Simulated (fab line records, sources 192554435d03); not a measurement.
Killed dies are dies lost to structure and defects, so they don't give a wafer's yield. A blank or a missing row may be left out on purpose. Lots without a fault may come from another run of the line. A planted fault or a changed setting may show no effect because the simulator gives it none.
fab line records | flow n5_finfet
record lots=7 wafers=19 last_day=17
route steps=1938 shown FIN_SAQP@99 BEOL_M4@1111 PASSIVATION@1936
lots that met no fault: from a run of the same line without faults
start_h: hours from the record's first day to the start of the lot's first wafer shown | wait_h: hours since the lot's step before | " the same as in the row above | L1.1+2: a row that stands for several wafers | - no value, or no start given | * or withheld: withheld | < > ~ a bound
route shown NAME@n: a module of which the file shows steps, and the number in the route of the first | usual: mean/standard deviation of fault-free wafers | same: alike in all rows | chamber/n: place in a boat | sites: the reading at each site | _std_site: their standard deviation | _edge_site: outer sites' mean less inner sites' | radius_mm: how far each site lies from the wafer's centre | mask NAME#n: copy n | behind: the tool/chamber that last shaped the wafer | hold: why the lot was held/for how many hours/how that ended | device: the transistor (n, p or np) that didn't switch | end of line: the same wafers' tests at the end of the route | a step without rows: its recipe alone | killed: dies lost to structure and defects at the first sort, not the wafer's yield | map: a wafer's dies, x killed, . not, _ none there
set.NAME: the setting as run; set.NAME@STEP: as run at that earlier step | model.NAME: the simulator's own value behind a step, which no gauge read
steps of the route over a sample of lots; a table a step, a row a wafer
services: from which hour (start_h, from the record's first day; less than 0 if before it) a tool's chamber was out of use, for how many hours, and why
## steps
# step N5_FIN_SAQP_PECVD_48
# recipe material=SiNx target_thk_a=250 temp_c=400 precursor=SiH4/NH3/N2 pressure_torr=1.5 rf_w=300 time_s=22.1
# usual heater_power_w=731/70 showerhead_plenum_p_Torr=5.13/0.06 throttle_valve_pct=40.1/2
# columns lot.wafer tool chamber start_h wait_h heater_power_w showerhead_plenum_p_Torr throttle_valve_pct
L397.3 pecvd-04 0 50.81 0.0 768 5.25 40.4
L397.4 " 1 " " 693 5.19 40.0
L397.6 " 2 " " 656 5.09 41.8
L402.1 pecvd-04 0 81.56 0.0 785 5.25 41.1
L402.3 " 2 " " 654 5.09 42.3
L402.6 " 1 " " 748 5.19 40.2
L403.3 pecvd-04 1 87.57 0.0 727 5.19 40.2
L403.4 " 1 " " 732 5.19 40.1
L403.6 " 2 " " 667 5.10 42.0
L405.2 pecvd-03 2 99.13 0.0 784 5.14 36.4
L405.5 " 2 " " 769 5.15 36.3
L407.3 pecvd-04 0 111.63 0.0 792 5.25 41.0
L407.4 " 2 " " 564 5.07 42.0
L407.6 " 0 " " 798 5.24 41.1
L408.2 pecvd-02 2 118.19 0.0 817 5.04 37.7
L408.4 " 2 " " 839 5.06 37.9
L414.1 pecvd-03 2 153.75 0.0 819 5.15 36.7
L414.2 " 1 " " 598 5.07 42.5
L414.3 " 1 " " 606 5.07 42.7
# step N5_FIN_SAQP_HM_DEP_72
# recipe material=SiO2 target_thk_a=120 temp_c=400 precursor=SiH4/N2O pressure_torr=0.75 rf_w=275 time_s=7.2
# usual heater_power_w=751/67 showerhead_plenum_p_Torr=8.12/0.11
# columns lot.wafer tool chamber start_h wait_h heater_power_w showerhead_plenum_p_Torr
L397.3 pecvd-03 1 50.98 0.0 692 8.02
L397.4 " 0 " " 820 8.20
L397.6 " 2 " " 813 8.14
L402.1 pecvd-03 0 81.72 0.0 823 8.19
L402.3 " 2 " " 873 8.15
L402.6 " 0 " " 800 8.21
L403.3 pecvd-02 0 87.73 0.0 753 8.04
L403.4 " 2 " " 765 7.95
L403.6 " 0 " " 764 8.01
L405.2 pecvd-02 2 99.29 0.0 859 7.95
L405.5 " 0 " " 799 8.02
L407.3 pecvd-04 1 111.80 0.0 748 8.21
L407.4 " 2 " " 688 8.03
L407.6 " 0 " " 781 8.36
L408.2 pecvd-04 1 118.35 0.0 746 8.22
L408.4 " 1 " " 743 8.23
L414.1 pecvd-04 2 153.96 0.0 671 8.05
L414.2 " 0 " " 788 8.39
L414.3 " 1 " " 673 8.22
# step N5_FIN_SAQP_ETCH_52
# recipe chemistry=N2/H2 target=SOC target_depth_a=1000 overetch_a=200 mask_material=SiARC temp_c=40 time_s=150 ion_energy_ev=200 pressure_mtorr=30 source_w=840 bias_w=150 n2_flow_sccm=200 h2_flow_sccm=200 ends=end_point
# usual bias_w=150.0/0.42 drypump_motor_current_A=5.8/0.39 oes_product_au=0.69/0.076 rf_vpp_V=524.4/2.9 showerhead_plenum_p_Torr=2.56/0.1 throttle_valve_pct=17.81/0.29
# columns lot.wafer tool chamber start_h wait_h bias_w drypump_motor_current_A oes_product_au rf_hours_counter_h rf_vpp_V showerhead_plenum_p_Torr throttle_valve_pct
L397.3 rie_diel-05 3 51.79 0.0 149.6 5.7 0.66 172 523.1 2.53 17.66
L397.4 " 0 " " 149.4 6.6 0.77 60 528.7 2.70 17.86
L397.6 " 0 " " 149.5 6.6 0.78 - 528.0 2.70 17.84
L402.1 rie_diel-04 1 82.35 0.0 150.0 6.1 0.81 27 524.8 2.60 17.59
L402.3 " 2 " " 149.6 5.5 0.67 146 521.4 2.45 17.79
L402.6 " 1 " " 150.1 6.1 0.81 - 525.6 2.60 17.58
L403.3 rie_diel-04 0 88.45 0.0 149.7 6.4 0.66 206 527.0 2.60 18.34
L403.4 " 3 " " 150.5 5.7 0.63 217 525.3 2.62 17.94
L403.6 " 1 " " 150.0 6.1 0.81 - 524.3 2.60 17.59
L405.2 rie_diel-04 3 99.80 0.0 149.9 5.7 0.57 221 526.3 2.62 17.92
L405.5 " 3 " " 149.6 5.7 0.63 - 527.1 2.62 17.94
L407.3 rie_diel-03 2 112.65 0.0 149.7 5.9 0.63 214 520.3 2.40 17.57
L407.4 " 2 " " 150.4 5.9 0.64 - 520.3 2.40 17.59
L407.6 " 1 " " 150.3 5.8 0.83 - 527.4 2.62 17.96
L408.2 rie_diel-04 0 118.89 0.0 150.8 6.3 0.57 216 527.7 2.60 18.33
L408.4 " 2 " " 150.3 5.5 0.66 160 520.3 2.44 17.82
L414.1 rie_diel-05 1 154.47 0.0 150.1 5.6 0.64 197 522.4 2.42 17.77
L414.2 " 0 " " 150.1 6.7 0.73 96 528.9 2.68 17.92
L414.3 " 2 " " 149.6 5.1 0.83 10 527.6 2.73 17.53
# step N5_FIN_SAQP_MANDREL_ETCH_22
# recipe target_depth_a=600 chemistry=HBr/Cl2 target=a-Si stop_on=SiNx bt_time_s=10 over_etch_frac=0.5 time_s=30 pressure_mtorr=10 icp_w=800 bias_w=75 HBr_flow_sccm=150 Cl2_flow_sccm=80 ends=end_point
# usual HBr_flow_sccm=149.9/0.51 bias_w=75.02/0.23 drypump_motor_current_A=5.7/0.33 oes_product_au=0.771/0.013 throttle_valve_pct=35.37/0.18
# same bt_time_s=10
# columns lot.wafer tool chamber start_h wait_h HBr_flow_sccm bias_w drypump_motor_current_A oes_product_au rf_hours_counter_h throttle_valve_pct
L397.3 rie_si-03 0 51.98 0.0 150.1 74.97 5.5 0.785 174 35.26
L397.4 " 3 " " 149.9 75.08 6.0 0.770 7 35.18
L397.6 " 2 " " 149.7 74.91 5.3 0.761 - 35.43
L402.1 rie_si-03 3 82.54 0.0 149.5 74.83 6.0 0.767 8 35.20
L402.3 " 2 " " 149.6 75.37 5.3 0.748 8 35.44
L402.6 " 1 " " 149.3 74.67 6.0 0.800 - 35.28
L403.3 rie_si-03 1 88.64 0.0 149.9 75.18 6.0 0.777 68 35.31
L403.4 " 2 " " 149.9 75.01 5.3 0.753 8 35.41
L403.6 " 3 " " 150.4 74.91 6.1 0.774 - 35.20
L405.2 rie_si-03 3 100.00 0.0 149.7 75.28 6.1 0.601 8 35.56
L405.5 " 0 " " 149.0 74.81 5.5 0.790 - 35.25
L407.3 rie_si-03 2 112.84 0.0 149.5 75.28 5.3 0.744 9 35.47
L407.4 " 0 " " 150.3 74.95 5.5 0.782 175 35.24
L407.6 " 1 " " 150.7 74.85 6.0 0.765 - 35.31
L408.2 rie_si-03 0 119.08 0.0 149.5 74.99 5.5 0.338 175 36.18
L408.4 " 3 " " 150.3 75.12 6.1 0.762 8 35.20
L414.1 rie_si-03 3 154.66 0.0 149.4 74.63 6.0 0.774 9 35.20
L414.2 " 2 " " 149.3 75.01 5.3 0.755 10 35.45
L414.3 " 0 " " 149.8 75.06 5.5 0.781 176 35.24
# step N5_FIN_SAQP_SPACER1_ETCHBACK_25
# recipe chemistry=CHF3/O2 mode=anisotropic_etchback target=SiO2 target_depth_a=244 time_s=12.2 pressure_mtorr=30 source_w=650 bias_w=170 Ar_flow_sccm=200 CHF3_flow_sccm=50 O2_flow_sccm=5 ion_energy_ev=200
# usual O2_flow_sccm=5.001/0.016 bias_w=170.0/0.48 drypump_motor_current_A=5.8/0.3 oes_ar_750_au=0.76/0.083 oes_product_au=0.76/0.086 rf_vpp_V=524/13 showerhead_plenum_p_Torr=2.42/0.079 throttle_valve_pct=18.9/0.31
# columns lot.wafer tool chamber start_h wait_h O2_flow_sccm bias_w drypump_motor_current_A oes_ar_750_au oes_product_au rf_hours_counter_h rf_vpp_V showerhead_plenum_p_Torr throttle_valve_pct
L397.3 rie_diel-03 2 54.21 0.5 4.985 169.8 5.9 0.72 0.71 187 508 2.31 18.8
L397.4 " 1 " " 4.989 170.1 5.7 0.66 0.67 - 532 2.45 19.3
L397.6 " 2 " " 4.992 169.8 5.9 0.72 0.72 - 510 2.31 18.8
L402.1 rie_diel-03 2 84.06 0.4 4.991 169.7 5.8 0.71 0.70 202 509 2.30 18.8
L402.3 " 0 " " 4.984 168.8 5.8 0.73 0.72 177 538 2.50 18.5
L402.6 " 0 " " 5.021 169.8 5.8 0.72 0.72 - 536 2.50 18.5
L403.3 rie_diel-04 3 92.03 0.4 5.005 170.1 5.6 0.71 0.71 218 532 2.47 19.0
L403.4 " 0 " " 5.017 170.3 6.4 0.74 0.72 207 511 2.50 19.5
L403.6 " 1 " " 4.969 168.7 6.1 0.90 0.91 - 528 2.45 18.6
L405.2 rie_diel-03 3 102.09 0.4 4.997 170.4 5.5 0.69 0.36 250 505 2.37 19.2
L405.5 " 3 " " 5.017 169.6 5.5 0.69 0.68 - 505 2.37 19.3
L407.3 rie_diel-05 3 114.45 0.4 5.019 170.2 5.7 0.72 0.71 196 532 2.39 18.8
L407.4 " 0 " " 5.002 170.9 6.6 0.83 0.83 - 530 2.53 18.9
L407.6 " 3 " " 5.007 170.7 5.7 0.71 0.71 - 532 2.39 18.8
L408.2 rie_diel-04 1 120.70 0.5 4.987 169.9 6.1 0.88 0.33 40 528 2.45 18.5
L408.4 " 3 " " 4.973 169.6 5.7 0.70 0.70 229 531 2.47 19.0
L414.1 rie_diel-04 3 156.57 0.5 5.010 169.9 5.6 0.69 0.69 243 531 2.46 19.1
L414.2 " 1 " " 4.999 170.1 6.1 0.87 0.87 53 527 2.44 18.7
L414.3 " 2 " " 4.984 170.0 5.5 0.72 0.73 173 540 2.30 18.8
# step N5_FIN_SAQP_CD_MEAS_27
# recipe target_cd_nm=20 landing_energy_ev=1000 detector=se_inlens polarity=line
# usual cd_nm=20.33/0.24
# columns lot.wafer tool chamber start_h wait_h cd_nm
L397.3 cd_sem-03 0 54.42 0.1 20.31
L397.4 " 0 " " 20.18
L397.6 " 0 " " 20.29
L402.1 cd_sem-01 0 84.26 0.1 20.15
L402.3 " 0 " " 20.93
L402.6 " 0 " " 20.32
L403.3 cd_sem-02 0 92.23 0.1 20.09
L403.4 " 0 " " 20.20
L403.6 " 0 " " 20.01
L405.2 cd_sem-01 0 102.29 0.1 -
L405.5 " 0 " " 20.29
L407.3 cd_sem-02 0 114.66 0.1 20.29
L407.4 " 0 " " 20.60
L407.6 " 0 " " 20.66
L408.2 cd_sem-02 0 120.91 0.1 -
L408.4 " 0 " " 20.40
L414.1 cd_sem-01 0 156.77 0.1 20.25
L414.2 " 0 " " 20.45
L414.3 " 0 " " 21.01
# step N5_FIN_SAQP_MANDREL_ETCH_58
# recipe chemistry=HBr/Cl2 target=a-Si target_depth_a=450 bt_time_s=10 stop_on=SiNx mask_material=SiO2 over_etch_frac=0.8 time_s=27 pressure_mtorr=10 icp_w=800 bias_w=75 HBr_flow_sccm=150 Cl2_flow_sccm=80 ends=end_point
# usual HBr_flow_sccm=150.0/0.44 bias_w=75.00/0.2 drypump_motor_current_A=5.6/0.33 oes_product_au=0.701/0.012 throttle_valve_pct=35.60/0.19
# same bt_time_s=10
# columns lot.wafer tool chamber start_h wait_h HBr_flow_sccm bias_w drypump_motor_current_A oes_product_au rf_hours_counter_h throttle_valve_pct
L397.3 rie_si-03 0 54.75 0.0 150.1 75.10 5.5 0.712 174 35.47
L397.4 " 2 " " 149.9 75.12 5.3 0.687 8 35.61
L397.6 " 2 " " 149.4 74.94 5.3 0.700 - 35.61
L402.1 rie_si-03 1 84.47 0.0 149.2 74.65 6.0 0.703 68 35.51
L402.3 " 0 " " 149.9 74.98 5.5 0.718 175 35.46
L402.6 " 0 " " 150.0 74.80 5.5 0.718 - 35.44
L403.3 rie_si-03 2 92.42 0.0 149.5 75.29 5.3 0.692 8 35.63
L403.4 " 0 " " 150.2 75.04 5.5 0.727 175 35.42
L403.6 " 0 " " 150.3 74.98 5.5 0.733 - 35.43
L405.2 rie_si-05 2 102.48 0.0 150.1 75.22 5.5 0.705 113 35.64
L405.5 " 2 " " 150.5 75.12 5.5 0.713 - 35.63
L407.3 rie_si-03 3 114.84 0.0 150.1 74.89 6.0 0.690 8 35.42
L407.4 " 0 " " 149.5 74.93 5.5 0.716 175 35.44
L407.6 " 2 " " 150.7 75.31 5.3 0.686 - 35.63
L408.2 rie_si-03 3 121.13 0.0 150.2 75.29 6.0 0.703 8 35.40
L408.4 " 0 " " 150.2 74.94 5.5 0.718 175 35.44
L414.1 rie_si-02 3 157.09 0.0 149.3 75.37 5.6 0.692 3 35.73
L414.2 " 2 " " 149.6 74.96 5.8 0.686 7 35.97
L414.3 " 0 " " 149.9 74.98 5.3 0.696 0 35.73
# step N5_BEOL_M4_RC_MEAS_101
# usual DIBL_N=36.5/1.8 DIBL_P=36.5/2.1 IOFF_N=0.17/0.031 IOFF_P=0.22/0.036 ION_N=677/11 ION_P=463/8 SS_N=71.6/0.61 SS_P=73.3/0.63 VT_N=249/3.1 VT_P=-250/3.3
# columns lot.wafer tool chamber start_h wait_h DIBL_N[mV/V] DIBL_P[mV/V] IOFF_N[nA/um] IOFF_P[nA/um] ION_N[uA/um] ION_P[uA/um] SS_N[mV/dec] SS_P[mV/dec] VT_N[mV] VT_P[mV]
L397.3 prober-01 0 202.24 0.3 38.5 38.5 0.21 0.26 694 476 72.0 73.7 242 -245
L397.4 " 0 " " 34.7 34.7 0.14 0.20 681 468 71.0 72.8 250 -248
L397.6 " 0 " " 36.1 35.5 0.15 0.20 679 469 71.7 73.1 250 -249
L402.1 prober-01 0 236.67 0.0 36.4 35.0 0.18 0.20 679 454 71.9 72.7 246 -252
L402.3 " 0 " " 38.2 36.7 0.20 0.22 675 452 72.8 73.5 248 -250
L402.6 " 0 " " 37.4 35.6 0.20 0.21 672 452 71.6 73.1 246 -252
L403.3 prober-02 0 243.60 0.3 35.7 35.2 0.16 0.19 669 458 71.8 72.9 249 -252
L403.4 " 0 " " 35.7 35.7 0.16 0.20 676 461 71.6 73.1 248 -251
L403.6 " 0 " " 38.2 37.1 0.19 0.22 681 461 71.7 73.4 249 -252
L405.5 prober-02 0 248.06 0.6 38.4 38.9 0.19 0.23 684 464 72.9 74.0 248 -251
L407.3 prober-01 0 265.26 0.3 38.7 39.2 0.20 0.24 682 463 71.7 74.4 247 -250
L407.4 " 0 " " 36.5 36.5 0.16 0.19 671 458 71.4 73.7 250 -252
L407.6 " 0 " " 37.8 38.0 0.18 0.21 691 462 71.4 73.2 250 -254
L408.4 prober-01 0 271.92 0.5 35.7 34.7 0.13 0.17 663 460 70.9 72.3 252 -252
L414.1 prober-02 0 312.77 0.0 36.9 37.0 0.17 0.25 673 465 71.8 73.1 247 -246
L414.2 " 0 " " 38.9 39.9 0.21 0.29 687 476 72.7 73.8 247 -243
L414.3 " 0 " " 35.3 35.8 0.16 0.22 683 472 71.2 72.8 250 -248
# step N5_PASSIVATION_PROBE_49
# usual defect_limited_yield=91.4/1.5 killed_at_M0_to_M3=35/11 killed_at_M4_up=16/7 killed_at_contacts=11/5.3 killed_at_front_end=37/11 killed_at_other=3.1/2.8 killed_dies=102/18 killed_on_rim=13/3.7 killed_open=69/15 killed_short=31/7.8 sort_bin_5_function=5.1/1.1 sort_bin_6_memory=3.2/0.69 sort_n_pass=1078/18 sort_yield_pct=91.4/1.5
# same gross_dies=1180 killed_at_back_side=0 sort_bin_4_leakage[%]=0 sort_bin_8_speed[%]=0
# columns lot.wafer tool chamber start_h wait_h defect_limited_yield[%] killed_at_M0_to_M3 killed_at_M4_up killed_at_contacts killed_at_front_end killed_at_other killed_dies killed_on_rim killed_open killed_short sort_bin_5_function[%] sort_bin_6_memory[%] sort_n_pass sort_yield_pct[%]
L405.2 prober-02 - 350.84 0.1 33.1 46 29 13 700 2 790 145 83 42 62.3 4.4 390 33.1
L405.5 prober-02 - 350.99 0.2 91.1 34 26 7 34 4 105 8 74 31 4.7 3.6 1075 91.1
L408.2 prober-02 - 380.70 0.1 0.3 27 11 3 1132 3 1176 151 52 29 96.9 2.5 4 0.3
L408.4 prober-02 - 380.80 0.2 91.5 34 21 1 41 3 100 21 69 30 5.4 2.9 1080 91.5
# killed by level:class
L405.2 FIN_SAQP:area_etch=665 BEOL_M4:geometric_particle:open=14 BEOL_M3:geometric_particle:open=13 MOL_CONTACT_COAG:geometric_particle:open=10 BEOL_M1:geometric_particle:open=9 GATE_CUT:geometric_particle:short=8 BEOL_M0_SAQP:geometric_particle:open=8 BEOL_M0_SAQP:geometric_particle:short=8
L405.5 BEOL_M1:geometric_particle:open=13 BEOL_M4:geometric_particle:open=12 STARTING-WAFER:geometric_particle:open=8 GATE_CUT:geometric_particle:short=7 MOL_CONTACT_COAG:geometric_particle:open=6 BEOL_M0_SAQP:geometric_particle:short=6 BEOL_M3:geometric_particle:open=6 FIN_SAQP:geometric_particle:short=4
L408.2 FIN_SAQP:area_etch=1095 FIN_SAQP:geometric_particle:open=12 FIN_SAQP:geometric_particle:short=7 BEOL_M3:geometric_particle:open=6 BEOL_M1:geometric_particle:open=5 BEOL_M2:geometric_particle:open=5 BEOL_M4:geometric_particle:open=5 SPACER0:geometric_particle:short=4
L408.4 FIN_SAQP:geometric_particle:open=17 BEOL_M4:geometric_particle:open=11 STI_FIN_REVEAL:geometric_particle:open=7 FIN_SAQP:geometric_particle:short=6 BEOL_M2:geometric_particle:short=6 BEOL_M2:geometric_particle:open=6 BEOL_M3:geometric_particle:open=6 BEOL_M1:geometric_particle:open=5
## services
# columns tool chamber start_h hours kind
rie_diel-04 2 32.91 5.1 repair
rie_diel-05 - 34.27 1.2 repair
rie_si-05 2 35.47 5.0 repair
rie_diel-03 3 39.36 40.4 repair
pecvd-03 2 45.28 4.9 repair
rie_si-02 - 53.08 14.6 pm
rie_diel-04 2 53.58 6.0 repair
rie_si-02 - 67.68 2.8 pm
rie_si-03 3 76.56 1.9 repair
pecvd-03 - 77.70 2.5 repair
rie_diel-03 1 79.73 - clean
rie_diel-03 1 79.73 - consumable_replace:focus_ring
rie_diel-03 1 79.73 17.7 scheduled_down
rie_diel-03 1 79.73 17.7 vent_cycle
pecvd-03 0 85.20 5.0 scheduled_down
rie_diel-05 2 91.55 11.1 repair
rie_diel-03 3 102.45 - clean
rie_diel-03 3 102.45 - consumable_replace:focus_ring
rie_si-05 0 116.44 2.3 repair
rie_diel-03 - 118.04 2.8 pm
rie_diel-04 2 122.02 1.8 repair
pecvd-04 2 131.19 15.6 repair
pecvd-03 - 146.95 2.8 pm
pecvd-04 2 154.24 4.7 repair
## key
first_sign step=N5_FIN_SAQP_MANDREL_ETCH_22 reading=oes_product_au direction=down sigmas=22 usual=0.771 struck=0.469
effect step=N5_FIN_SAQP_SPACER1_ETCHBACK_25 reading=oes_product_au direction=down sigmas=4.8 usual=0.76 struck=0.34
effect step=N5_FIN_SAQP_CD_MEAS_27 reading=cd_nm direction=missing
effect step=N5_PASSIVATION_PROBE_49 reading=killed_at_front_end direction=up sigmas=81 usual=37 struck=916
more_kills_born_at N5_FIN_SAQP_ETCH_52@rie_diel-04=1760
met_at N5_FIN_SAQP_ETCH_52
struck_lots L405,L408
struck_wafers L405.2,L408.2
later_rows_left_out L405.2,L408.2
not_acting_at N5_FIN_SAQP_PECVD_48,N5_FIN_SAQP_HM_DEP_72,N5_FIN_SAQP_MANDREL_ETCH_58
onset_between 88.45 99.80
fault kind=process_parameter_drift tool=rie_diel-04 chamber=- onset_h=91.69 steps=N5_FIN_SAQP_ETCH_52 channel=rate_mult offset=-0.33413 shape=step end_h=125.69 scope=struck_wafers_only
# later_rows_left_out: the simulator's readings of these wafers behind a module that went badly wrong aren't trusted and aren't shown, but for the sort
